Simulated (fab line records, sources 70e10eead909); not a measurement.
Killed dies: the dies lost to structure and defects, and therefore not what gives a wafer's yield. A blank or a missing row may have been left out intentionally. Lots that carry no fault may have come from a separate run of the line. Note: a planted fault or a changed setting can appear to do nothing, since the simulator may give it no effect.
fab line records + flow nand-harc
record:
- lots: 13
- wafers: 39
- last-day: 31
route steps=1302 shown P_START@1 P_ZERO_WELL@16 P_STI@85 END@1302
lots with no fault: from the same line, run without faults
start-h: hours from the record's opening day to when the first of the lot's shown wafers began + wait-h: hours since the lot's step before + " repeats the value in the row above + L1.1+2: one row covering several wafers at once + - no value, or no start given + * or withheld: withheld + < > ~ a bound
route shown NAME@n: names a module that has steps shown in the file, with the first one's number in the route + usual: the fault-free wafers' mean and standard deviation + same: alike in all rows + chamber/n: place in a boat + sites: readings site by site + _std_site: the values' standard deviation + _edge_site: mean of outer sites minus mean of inner sites + radius-mm: how far each site lies from the wafer's centre + mask NAME#n: copy n + behind: the last tool/chamber to shape the wafer + hold: why the lot was held/for how many hours/how that ended + device: the transistor (n, p or np) that didn't switch + end of line: at the end of the route, the tests of the same wafers + a step given without rows: its recipe and nothing more + killed: dies that structure and defects cost at the first sort, which is not the same as the wafer's yield + map: shows each die of a wafer: x if killed, . if not, _ if none is there
set.NAME: the setting that was run; set.NAME@STEP: the one run at that earlier step + model.NAME: the simulator's own value behind a step, which no gauge read
a sample of lots followed through the steps of the route, with each step as a table and each wafer as a row
services: from which hour (start-h, from the record's first day; less than 0 if before it) a tool's chamber was out of use, for how many hours, and why
== steps ==
step: NHARC_P_START_INSPECT_01
usual:
- raw-defect-count: 3.4/2.2
| lot.wafer | tool              | chamber | start-h | wait-h | raw-defect-count |
|-----------|-------------------|---------|---------|--------|------------------|
| L413.1    | defect-inspect-01 | -       | 20.04   | -      | 2                |
| L413.3    | "                 | -       | "       | "      | 0                |
| L413.5    | "                 | -       | "       | "      | 4                |
| L414.2    | defect-inspect-01 | -       | 30.05   | -      | 4                |
| L414.3    | "                 | -       | "       | "      | 6                |
| L414.4    | "                 | -       | "       | "      | 0                |
| L415.1    | defect-inspect-02 | -       | 40.04   | -      | 4                |
| L415.3    | "                 | -       | "       | "      | 8                |
| L415.4    | "                 | -       | "       | "      | 4                |
| L417.2    | defect-inspect-02 | -       | 60.04   | -      | 4                |
| L417.4    | "                 | -       | "       | "      | 4                |
| L417.6    | "                 | -       | "       | "      | 3                |
| L418.3    | defect-inspect-02 | -       | 70.05   | -      | 3                |
| L418.5    | "                 | -       | "       | "      | 4                |
| L418.6    | "                 | -       | "       | "      | 3                |
| L421.1    | defect-inspect-01 | -       | 100.04  | -      | 3                |
| L421.4    | "                 | -       | "       | "      | 4                |
| L421.5    | "                 | -       | "       | "      | 6                |
| L422.1    | defect-inspect-01 | -       | 110.04  | -      | 1                |
| L422.3    | "                 | -       | "       | "      | 1                |
| L422.5    | "                 | -       | "       | "      | 5                |
| L424.2    | defect-inspect-02 | -       | 130.05  | -      | 4                |
| L424.3    | "                 | -       | "       | "      | 5                |
| L424.6    | "                 | -       | "       | "      | 2                |
| L425.1    | defect-inspect-02 | -       | 140.04  | -      | 3                |
| L425.3    | "                 | -       | "       | "      | 7                |
| L425.4    | "                 | -       | "       | "      | 8                |
| L426.1    | defect-inspect-01 | -       | 150.04  | -      | 2                |
| L426.2    | "                 | -       | "       | "      | 2                |
| L426.6    | "                 | -       | "       | "      | 2                |
| L427.1    | defect-inspect-01 | -       | 160.04  | -      | 4                |
| L427.3    | "                 | -       | "       | "      | 4                |
| L427.5    | "                 | -       | "       | "      | 1                |
| L428.3    | defect-inspect-01 | -       | 170.04  | -      | 2                |
| L428.5    | "                 | -       | "       | "      | 4                |
| L428.6    | "                 | -       | "       | "      | 3                |
| L429.1    | defect-inspect-01 | -       | 180.04  | -      | 8                |
| L429.2    | "                 | -       | "       | "      | 3                |
| L429.4    | "                 | -       | "       | "      | 6                |
step: NHARC_P_ZERO_WELL_DESCUM_13
recipe:
- time-s: 3
- o2-flow-sccm: 200
- ar-flow-sccm: 0
- bias-power-w: 0
- chemistry: O2
usual:
- drypump-motor-current-A: 5.8/0.52
- oes-product-au: 1.004/0.011
- rf-vpp-V: 57.6/0.93
- showerhead-plenum-p-Torr: 1.89/0.1
- throttle-valve-pct: 11.311/0.0095
| lot.wafer | tool        | chamber | start-h | wait-h | drypump-motor-current-A | oes-product-au | rf-hours-counter-h | rf-vpp-V | showerhead-plenum-p-Torr | throttle-valve-pct |
|-----------|-------------|---------|---------|--------|-------------------------|----------------|--------------------|----------|--------------------------|--------------------|
| L413.3    | rie-diel-09 | 3       | 21.41   | -      | 6.4                     | 1.018          | 15                 | 57.8     | 1.82                     | 11.307             |
| L413.1    | "           | 1       | "       | "      | 5.8                     | 0.995          | 18                 | 57.4     | 2.07                     | 11.303             |
| L413.5    | "           | 0       | "       | "      | 5.2                     | 1.005          | -                  | 58.4     | 1.86                     | 11.301             |
| L414.2    | rie-diel-02 | 0       | 31.42   | -      | 5.7                     | 1.004          | 52                 | 56.0     | 1.76                     | 11.323             |
| L414.3    | "           | 1       | "       | "      | 6.1                     | 1.010          | 51                 | 58.4     | 1.95                     | 11.315             |
| L414.4    | "           | 2       | "       | "      | 6.0                     | 1.005          | 53                 | 58.4     | 1.89                     | 11.304             |
| L415.1    | rie-diel-09 | 2       | 41.26   | -      | 5.2                     | 1.005          | 23                 | 57.8     | 1.78                     | 11.319             |
| L415.3    | "           | 0       | "       | "      | 5.2                     | 1.006          | 24                 | 58.2     | 1.86                     | 11.308             |
| L415.4    | "           | 3       | "       | "      | 6.4                     | 1.019          | -                  | 57.4     | 1.82                     | 11.296             |
| L417.2    | rie-diel-08 | 3       | 61.40   | -      | 6.2                     | 1.009          | 14                 | 58.1     | 1.82                     | 11.304             |
| L417.4    | "           | 0       | "       | "      | 4.9                     | 0.986          | 7                  | 58.8     | 1.80                     | 11.309             |
| L417.6    | "           | 0       | "       | "      | 4.9                     | 0.988          | -                  | 56.1     | 1.80                     | 11.322             |
| L418.3    | rie-diel-09 | 2       | 71.42   | -      | 5.3                     | 1.018          | 34                 | 57.1     | 1.78                     | 11.327             |
| L418.6    | "           | 0       | "       | "      | 5.2                     | 0.992          | -                  | 58.3     | 1.86                     | 11.321             |
| L418.5    | "           | 1       | "       | "      | 5.8                     | 1.005          | -                  | 58.0     | 2.07                     | 11.326             |
| L421.1    | rie-diel-08 | 1       | 101.44  | -      | 6.2                     | 1.008          | 32                 | 59.7     | 1.95                     | 11.294             |
| L421.4    | "           | 3       | "       | "      | 6.2                     | 1.017          | 25                 | 55.9     | 1.81                     | 11.316             |
| L421.5    | "           | 0       | "       | "      | 4.9                     | 1.008          | -                  | 57.8     | 1.80                     | 11.306             |
| L422.1    | rie-diel-08 | 2       | 111.46  | -      | 5.4                     | 0.986          | 36                 | 56.8     | 1.88                     | 11.309             |
| L422.3    | "           | 0       | "       | "      | 4.9                     | 1.009          | 23                 | 55.7     | 1.80                     | 11.312             |
| L422.5    | "           | 2       | "       | "      | 5.4                     | 0.982          | -                  | 57.0     | 1.88                     | 11.308             |
| L424.3    | rie-diel-09 | 0       | 131.41  | -      | 5.3                     | 0.992          | 52                 | 58.2     | 1.85                     | 11.320             |
| L424.2    | "           | 3       | "       | "      | 6.4                     | 1.018          | 53                 | 57.8     | 1.81                     | 11.308             |
| L424.6    | "           | 1       | "       | "      | 5.7                     | 1.002          | -                  | 58.9     | 2.06                     | 11.315             |
| L425.1    | rie-diel-09 | 1       | 141.27  | -      | 5.8                     | 1.008          | 52                 | 58.0     | 2.06                     | 11.315             |
| L425.4    | "           | 2       | "       | "      | 5.2                     | 1.016          | 56                 | 58.2     | 1.77                     | 11.317             |
| L425.3    | "           | 3       | "       | "      | 6.4                     | 1.010          | 56                 | 58.7     | 1.81                     | 11.302             |
| L426.1    | rie-diel-08 | 3       | 151.27  | -      | 6.2                     | 1.003          | 40                 | 57.4     | 1.81                     | 11.310             |
| L426.2    | "           | 0       | "       | "      | 4.9                     | 0.996          | 35                 | 56.6     | 1.79                     | 11.324             |
| L426.6    | "           | 3       | "       | "      | 6.2                     | 1.017          | -                  | 56.6     | 1.81                     | 11.344             |
| L427.3    | rie-diel-09 | 1       | 161.27  | -      | 5.7                     | 1.002          | 1                  | 58.4     | 2.06                     | 11.317             |
| L427.1    | "           | 2       | "       | "      | 5.2                     | 1.020          | 1                  | 58.9     | 2.08                     | 11.318             |
| L427.5    | "           | 1       | "       | "      | 5.7                     | 0.991          | -                  | 58.9     | 2.06                     | 11.312             |
| L428.3    | rie-diel-02 | 3       | 171.82  | -      | 6.5                     | 1.007          | 37                 | 56.9     | 1.77                     | 11.313             |
| L428.5    | "           | 3       | "       | "      | 6.6                     | 1.009          | -                  | 58.2     | 1.77                     | 11.330             |
| L428.6    | "           | 0       | "       | "      | 5.7                     | 0.997          | -                  | 58.7     | 2.06                     | 11.299             |
| L429.4    | rie-diel-08 | 0       | 181.44  | -      | 4.9                     | 1.005          | 45                 | 57.0     | 1.79                     | 11.305             |
| L429.1    | "           | 1       | "       | "      | 6.2                     | 1.004          | 56                 | 56.7     | 1.95                     | 11.307             |
| L429.2    | "           | 2       | "       | "      | 5.4                     | 0.974          | 56                 | 57.4     | 1.87                     | 11.301             |
step: NHARC_P_STI_INSPECT_11
usual:
- raw-defect-count: 6/3.1
| lot.wafer | tool              | chamber | start-h | wait-h | raw-defect-count |
|-----------|-------------------|---------|---------|--------|------------------|
| L413.1    | defect-inspect-01 | -       | 45.46   | 0.0    | 9                |
| L413.3    | "                 | -       | "       | "      | 8                |
| L413.5    | "                 | -       | "       | "      | 11               |
| L414.2    | defect-inspect-02 | -       | 59.64   | 0.0    | 6                |
| L414.3    | "                 | -       | "       | "      | 4                |
| L414.4    | "                 | -       | "       | "      | 3                |
| L415.1    | defect-inspect-01 | -       | 67.60   | 0.0    | 7                |
| L415.3    | "                 | -       | "       | "      | 8                |
| L415.4    | "                 | -       | "       | "      | 2                |
| L417.2    | defect-inspect-01 | -       | 82.74   | 0.0    | 6                |
| L417.4    | "                 | -       | "       | "      | 1                |
| L417.6    | "                 | -       | "       | "      | 3                |
| L418.3    | defect-inspect-01 | -       | 95.16   | 0.0    | 6                |
| L418.5    | "                 | -       | "       | "      | 2                |
| L418.6    | "                 | -       | "       | "      | 3                |
| L421.1    | defect-inspect-01 | -       | 123.90  | 0.0    | 5                |
| L421.4    | "                 | -       | "       | "      | 4                |
| L421.5    | "                 | -       | "       | "      | 11               |
| L422.1    | defect-inspect-01 | -       | 135.92  | 0.0    | 5                |
| L422.3    | "                 | -       | "       | "      | 5                |
| L422.5    | "                 | -       | "       | "      | 7                |
| L424.2    | defect-inspect-02 | -       | 152.38  | 0.0    | 9                |
| L424.3    | "                 | -       | "       | "      | 3                |
| L424.6    | "                 | -       | "       | "      | 7                |
| L425.1    | defect-inspect-01 | -       | 163.16  | 0.0    | 4                |
| L425.3    | "                 | -       | "       | "      | 2                |
| L425.4    | "                 | -       | "       | "      | 0                |
| L426.1    | defect-inspect-02 | -       | 174.32  | 0.0    | 9                |
| L426.2    | "                 | -       | "       | "      | 6                |
| L426.6    | "                 | -       | "       | "      | 10               |
| L427.1    | defect-inspect-02 | -       | 184.07  | 0.0    | 3                |
| L427.3    | "                 | -       | "       | "      | 3                |
| L427.5    | "                 | -       | "       | "      | 3                |
| L428.3    | defect-inspect-01 | -       | 194.63  | 0.0    | 9                |
| L428.5    | "                 | -       | "       | "      | 1                |
| L428.6    | "                 | -       | "       | "      | 9                |
| L429.1    | defect-inspect-02 | -       | 202.41  | 0.0    | 4                |
| L429.2    | "                 | -       | "       | "      | 2                |
| L429.4    | "                 | -       | "       | "      | 6                |
step: NHARC_P_STI_STRIP_24
recipe:
- temp-c: 160
- chemistry: H3PO4
- material: Si3N4
usual:
- bath-guard-temp-C: 159.9/0.51
- bath-heat-duty-pct: 27/3.1
| lot.wafer | tool         | chamber | start-h | wait-h | bath-guard-temp-C | bath-heat-duty-pct |
|-----------|--------------|---------|---------|--------|-------------------|--------------------|
| L413.5    | wet-bench-05 | 1       | 63.73   | 0.0    | 159.2             | 21                 |
| L413.1    | "            | 2       | "       | "      | 160.7             | 30                 |
| L413.3    | "            | 4       | "       | "      | 159.7             | 29                 |
| L414.4    | wet-bench-03 | 2       | 80.48   | 0.0    | 159.6             | 27                 |
| L414.3    | "            | 4       | "       | "      | 159.6             | 25                 |
| L414.2    | "            | 5       | "       | "      | 159.3             | 20                 |
| L415.3    | wet-bench-09 | 2       | 85.87   | 0.0    | 159.6             | 27                 |
| L415.1    | "            | 4       | "       | "      | 160.4             | 27                 |
| L415.4    | "            | 7       | "       | "      | 160.3             | 23                 |
| L417.6    | wet-bench-05 | 4       | 101.64  | 0.0    | 159.9             | 32                 |
| L417.2    | "            | 0       | "       | "      | 160.6             | 28                 |
| L417.4    | "            | 1       | "       | "      | 159.0             | 25                 |
| L418.6    | wet-bench-09 | 2       | 115.97  | 0.0    | 159.8             | 26                 |
| L418.3    | "            | 6       | "       | "      | 160.1             | 29                 |
| L418.5    | "            | 7       | "       | "      | 160.3             | 24                 |
| L421.5    | wet-bench-09 | 4       | 144.61  | 0.0    | 160.3             | 27                 |
| L421.1    | "            | 5       | "       | "      | 159.1             | 25                 |
| L421.4    | "            | 6       | "       | "      | 160.2             | 30                 |
| L422.1    | wet-bench-05 | 7       | 155.87  | 0.0    | 160.6             | 23                 |
| L422.3    | "            | 3       | "       | "      | 159.7             | 31                 |
| L422.5    | "            | 4       | "       | "      | 159.4             | 29                 |
| L424.2    | wet-bench-05 | 7       | 171.35  | 0.0    | 160.2             | 23                 |
| L424.6    | "            | 1       | "       | "      | 159.3             | 23                 |
| L424.3    | "            | 2       | "       | "      | 161.0             | 30                 |
| L425.4    | wet-bench-05 | 5       | 181.94  | 0.0    | 159.9             | 36                 |
| L425.3    | "            | 7       | "       | "      | 160.2             | 25                 |
| L425.1    | "            | 1       | "       | "      | 159.0             | 24                 |
| L426.6    | wet-bench-09 | 3       | 192.59  | 0.0    | 160.1             | 26                 |
| L426.2    | "            | 5       | "       | "      | 159.1             | 27                 |
| L426.1    | "            | 0       | "       | "      | 159.7             | 31                 |
| L428.5    | wet-bench-05 | 2       | 209.89  | 0.0    | -                 | -                  |
| L428.3    | "            | 3       | "       | "      | -                 | -                  |
| L428.6    | "            | 7       | "       | "      | -                 | -                  |
| L427.3    | wet-bench-09 | 4       | 209.89  | 0.0    | -                 | -                  |
| L427.1    | "            | 5       | "       | "      | -                 | -                  |
| L427.5    | "            | 0       | "       | "      | -                 | -                  |
| L429.2    | wet-bench-05 | 4       | 228.28  | 0.0    | -                 | -                  |
| L429.4    | "            | 0       | "       | "      | -                 | -                  |
| L429.1    | "            | 1       | "       | "      | -                 | -                  |
step: NHARC_END_SORT_01
recipe:
- temp-c: 25
usual:
- killed-at-array: 64/20
- killed-at-other: 0.7/1.1
- killed-at-periphery: 3.6/2.7
- killed-dies: 68/20
- killed-open: 2.8/1.9
- killed-short: 2.3/1.5
same:
- gross-dies: 677
| lot.wafer | tool      | chamber | start-h | wait-h | killed-at-array | killed-at-other | killed-at-periphery | killed-dies | killed-open | killed-short |
|-----------|-----------|---------|---------|--------|-----------------|-----------------|---------------------|-------------|-------------|--------------|
| L428.3    | prober-02 | 0       | 705.67  | 3.1    | 102             | 1               | 574                 | 677         | 6           | 5            |
| L428.5    | prober-02 | 0       | 707.29  | 3.7    | 110             | 0               | 567                 | 677         | 2           | 5            |
| L428.6    | prober-02 | 0       | 708.10  | 4.0    | 92              | 0               | 585                 | 677         | 1           | 3            |
| L429.1    | prober-01 | 0       | 725.65  | 2.5    | 81              | 0               | 596                 | 677         | 4           | 0            |
| L429.2    | prober-01 | 0       | 726.44  | 2.8    | 82              | 0               | 595                 | 677         | 0           | 2            |
| L429.4    | prober-01 | 0       | 728.03  | 3.4    | 78              | 1               | 598                 | 677         | 5           | 1            |
| L427.1    | prober-02 | 0       | 730.63  | 2.5    | 85              | 1               | 591                 | 677         | 9           | 2            |
| L427.3    | prober-02 | 0       | 732.24  | 3.1    | 68              | 0               | 609                 | 677         | 1           | 1            |
| L427.5    | prober-02 | 0       | 733.85  | 3.7    | 83              | 0               | 594                 | 677         | 3           | 6            |
killed by level:class
L428.3 P_STI:area-strip=568 A_CHANNEL_HOLE_D1:chamber-film-flake=39 A_SLIT:chamber-film-flake=29 A_CHANNEL_HOLE_D2:chamber-film-flake=16 P_GATE:chamber-film-flake=5 A_CONTACT:chamber-film-flake=4 A_STAIRCASE:chamber-film-flake=3 P_M1:geometric-particle:open=1
L428.5 P_STI:area-strip=564 A_CHANNEL_HOLE_D1:chamber-film-flake=35 A_SLIT:chamber-film-flake=35 A_CHANNEL_HOLE_D2:chamber-film-flake=25 A_ZERO_WELL:chamber-film-flake=3 A_CONTACT:chamber-film-flake=3 A_CHANNEL_FILL_D1:geometric-particle:short=2 A_BLC:chamber-film-flake=2
L428.6 P_STI:area-strip=582 A_CHANNEL_HOLE_D1:chamber-film-flake=33 A_SLIT:chamber-film-flake=28 A_CHANNEL_HOLE_D2:chamber-film-flake=22 A_CONTACT:chamber-film-flake=4 P_GATE:geometric-particle:short=1 A_CHANNEL_FILL_D1:geometric-particle:short=1 A_BLC:geometric-particle:short=1
L429.1 P_STI:area-strip=590 A_CHANNEL_HOLE_D1:chamber-film-flake=39 A_SLIT:chamber-film-flake=32 A_CONTACT:chamber-film-flake=4 P_STI:chamber-film-flake=2 P_GATE:chamber-film-flake=2 A_STAIRCASE:chamber-film-flake=2 P_M0:geometric-particle:open=1
L429.2 P_STI:area-strip=592 A_CHANNEL_HOLE_D1:chamber-film-flake=42 A_SLIT:chamber-film-flake=26 A_CONTACT:chamber-film-flake=6 A_STAIRCASE:chamber-film-flake=5 A_ONON_D1:geometric-particle:short=1 A_SGD_CUT:geometric-particle:short=1 P_STI:chamber-film-flake=1
L429.4 P_STI:area-strip=589 A_CHANNEL_HOLE_D1:chamber-film-flake=37 A_SLIT:chamber-film-flake=30 A_CONTACT:chamber-film-flake=7 P_CONTACT:chamber-film-flake=5 P_STI:chamber-film-flake=2 P_M0:geometric-particle:open=1 A_CHANNEL_FILL_D1:geometric-particle:open=1
L427.1 P_STI:area-strip=589 A_CHANNEL_HOLE_D1:chamber-film-flake=31 A_CHANNEL_HOLE_D2:chamber-film-flake=24 A_CONTACT:chamber-film-flake=8 A_SLIT:chamber-film-flake=6 A_STAIRCASE:chamber-film-flake=3 A_CHANNEL_FILL_D2:geometric-particle:open=2 A_WL_FILL:chamber-film-flake=2
L427.3 P_STI:area-strip=609 A_CHANNEL_HOLE_D1:chamber-film-flake=27 A_CHANNEL_HOLE_D2:chamber-film-flake=25 A_CONTACT:chamber-film-flake=5 A_SLIT:chamber-film-flake=3 A_DECK1_JOINT:chamber-film-flake=3 A_STAIRCASE:chamber-film-flake=2 A_CHANNEL_FILL_D2:geometric-particle:open=1
L427.5 P_STI:area-strip=593 A_CHANNEL_HOLE_D1:chamber-film-flake=39 A_CHANNEL_HOLE_D2:chamber-film-flake=25 A_SLIT:chamber-film-flake=7 A_ONON_D1:geometric-particle:short=2 A_CHANNEL_FILL_D2:geometric-particle:short=2 A_CONTACT:chamber-film-flake=2 P_M1:geometric-particle:open=1
== services ==
| tool         | chamber | start-h | hours | kind                      |
|--------------|---------|---------|-------|---------------------------|
| wet-bench-09 | -       | 0.80    | 8.0   | pm                        |
| rie-diel-08  | -       | 13.80   | 9.0   | pm                        |
| rie-diel-08  | 0       | 27.10   | 4.7   | repair                    |
| wet-bench-03 | -       | 34.40   | 8.0   | pm                        |
| rie-diel-08  | 0       | 39.27   | 9.9   | repair                    |
| rie-diel-09  | 1       | 40.75   | 8.9   | repair                    |
| rie-diel-02  | -       | 41.84   | 9.0   | pm                        |
| wet-bench-03 | -       | 50.59   | 3.0   | repair                    |
| rie-diel-08  | 3       | 65.23   | 5.7   | repair                    |
| rie-diel-02  | 2       | 68.42   | 12.9  | repair                    |
| wet-bench-05 | -       | 84.80   | 8.0   | pm                        |
| wet-bench-05 | 0       | 92.80   | -     | consumable-replace:bath   |
| wet-bench-05 | 0       | 92.80   | -     | consumable-replace:filter |
| wet-bench-05 | 1       | 92.80   | -     | consumable-replace:bath   |
| wet-bench-05 | 1       | 92.80   | -     | consumable-replace:filter |
| rie-diel-02  | 1       | 110.24  | 30.5  | repair                    |
| rie-diel-08  | 2       | 118.66  | 7.4   | repair                    |
| rie-diel-09  | -       | 143.16  | 9.0   | pm                        |
| rie-diel-02  | 1       | 159.28  | 1.9   | repair                    |
| rie-diel-09  | 2       | 169.56  | 5.1   | repair                    |
| wet-bench-09 | -       | 176.80  | 8.0   | pm                        |
| rie-diel-08  | -       | 190.80  | 9.0   | pm                        |
| wet-bench-03 | -       | 210.40  | 8.0   | pm                        |
| rie-diel-02  | -       | 218.85  | 9.0   | pm                        |
== key ==
first-sign:
- step: NHARC_P_STI_STRIP_24
- reading: tool-record
- direction: missing
effect:
- step: NHARC_END_SORT_01
- reading: killed-at-periphery
- direction: up
- sigmas: 99+
- usual: 3.6
- struck: 589.9
more-kills-born-at:
- NHARC_P_STI_STRIP_24@wet-bench-05: 3485
- NHARC_P_STI_STRIP_24@wet-bench-09: 1791
met-at NHARC_P_STI_STRIP_24
struck-lots L427,L428,L429
later-rows-left-out L427.1,L427.3,L427.5,L428.3,L428.5,L428.6,L429.1,L429.2,L429.4
tester-left-out L427,L428,L429
not-acting-at NHARC_P_START_INSPECT_01,NHARC_P_ZERO_WELL_DESCUM_13,NHARC_P_STI_INSPECT_11
onset-between 192.59 209.89
fault:
- kind: skipped-step-whole
- tool: wet-bench-05,wet-bench-09
- chamber: -
- onset-h: 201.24
- steps: NHARC_P_STI_STRIP_24
- scope: struck-lots-only
tester-left-out: of these lots the tester's yield and bins aren't shown, on N5 and GAA mostly nor the transistor test; their killed dies are dies lost to structure and defects alone, not to doping, threshold or leakage, so they don't give the yield
later-rows-left-out: the simulator's readings of these wafers behind a module that went badly wrong aren't trusted and aren't shown, but for the sort
